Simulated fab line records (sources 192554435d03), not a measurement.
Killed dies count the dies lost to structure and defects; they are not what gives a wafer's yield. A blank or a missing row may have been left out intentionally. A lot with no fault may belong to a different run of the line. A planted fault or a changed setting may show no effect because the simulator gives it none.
A lot that was struck, set against a sound lot -- flow n5 finfet -- 15 steps out of a route of 1938
Sound: these wafers, L688.1, L688.2, L688.3. Wafers L685.1, L685.2, L685.6 were the ones struck. The cause is given at the end.
For every step that has rows: the tool of each side, followed by ch and its chambers, followed by its first start. Under that, the readings that differ: sound wafers -- struck wafers -- difference of the means -- sigmas: that difference in standard deviations of wafers without a fault.
alike: same words and numbers on both sides, and readings whose means sit less than 2 such deviations apart. not compared: any withheld reading, any reading some wafer has no value for, any bound like >300 that may hide the same value, and any number with overlapping values for which the record gives no deviation.
The two part at a step that has a row with sigmas, a row that says differs or no value, or rows on one side only. Numbers that have no deviation but don't overlap get no sigmas and don't part them. Lack of a reading on every wafer of one side parts them only where that side has two or more wafers.

N5_BEOL_M12_CD_MEAS_10: the cd target is 140 nm.
  sound on cd sem-02 ch 0, day 14 14:38; struck on cd sem-02 ch 0, day 13 23:04
  alike: cd nm
N5_BEOL_M12_OVL_MEAS_11:
  sound on overlay-02 ch 0, day 14 14:40; struck on overlay-01 ch 0, day 13 23:06
  alike: V11_OVL
N5_BEOL_M12_INSPECT_12: inspects for defects (macro).
  sound on defect inspect-02 at day 14 14:41; struck on defect inspect-02 at day 13 23:07
  alike: raw defect count
N5_BEOL_M12_DESCUM_15: chemistry O2, time 7.9 s.
  sound on rie diel-06 ch 0,1,3, day 14 14:44; struck on rie diel-01 ch 1,2, day 13 23:09
  alike: drypump motor current A, oes product au, rf vpp V, showerhead plenum p Torr, throttle valve pct
  not compared: rf hours counter h
N5_BEOL_M12_ETCH_59: etches BARC in N2/H2, target depth 89 nm, overetch 26.7 nm, time 67.9 s.
  sound on rie diel-06 ch 0,1,3, day 14 14:46; struck on rie diel-01 ch 1,2, day 13 23:11
  alike: drypump motor current A, oes product au, rf vpp V, showerhead plenum p Torr, throttle valve pct
  not compared: rf hours counter h
N5_BEOL_M12_VIA_ETCH_16: etches SiOC in C4F8/O2/Ar, target depth 724.8 nm.
  sound on rie diel-06 ch 0,1,3, day 14 14:49; struck on rie diel-01 ch 1,2, day 13 23:14
  alike: drypump motor current A, oes product au, rf vpp V, showerhead plenum p Torr, throttle valve pct
N5_BEOL_M12_STRIP_63: strips in N2/H2.
  sound on plasma asher-02 ch 0,1, day 14 15:01; struck on plasma asher-01 ch 0,1, day 13 23:26
  alike: drypump motor current A, heater power w, oes product au, strip time to endpoint s
  not compared: rf hours counter h
N5_BEOL_M12_STRIP_64: strips in N2/H2.
  sound on plasma asher-02 ch 0,1, day 14 15:04; struck on plasma asher-01 ch 0,1, day 13 23:30
  alike: drypump motor current A, heater power w, oes product au, strip time to endpoint s
  not compared: rf hours counter h
then, 2 steps without rows for these wafers: N5_BEOL_M12_STRIP_71 (strips in post etch residue remover, time 60 s); N5_BEOL_M12_SRD_72 (time 30 s, dry time 30 s).
N5_BEOL_M12_CD_MEAS_17: the cd target is 140 nm.
  sound on cd sem-01 at day 14 15:13; struck on cd sem-01 at day 13 23:39
  alike: cd nm
then, 1 step without rows for these wafers: N5_BEOL_M12_COAT_65 (time 60 s, resist thk 300 nm).
N5_BEOL_M12_COAT_66: time 60 s, resist thk 110 nm.
  sound on litho track-01 ch 0, day 14 15:16; struck on litho track-02 ch 0, day 13 23:41
reading,sound,struck,difference,sigmas
heater power total W (W),429.8 430.0 427.1,414.2 419.4 417.0,-12.1,-6
plate temp C (C),219.88 220.08 220.14,215.78 215.25 215.66,-4.47,-25
then, 1 step without rows for these wafers: N5_BEOL_M12_COAT_22 (resist thk 300 nm).
N5_PASSIVATION_PROBE_49:
  sound on prober-01 at day 16 11:25; struck on prober-01 at day 15 11:47
  alike: defect limited yield, killed_at_M0_to_M3, killed_at_M4_up, killed at contacts, killed at front end, killed at other, killed dies, killed open, killed short, sort_bin_5_function, sort_bin_6_memory, sort_bin_8_speed, sort n pass, sort yield pct

== WHERE THEY PART ==
At N5_BEOL_M12_COAT_66 and nowhere else, as far as this record goes. Later steps at which nothing parts them and some readings are alike: N5_PASSIVATION_PROBE_49.

WHY: whatever the simulator had introduced
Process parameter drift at N5_BEOL_M12_COAT_66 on litho track-02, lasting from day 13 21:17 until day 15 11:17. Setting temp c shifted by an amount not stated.
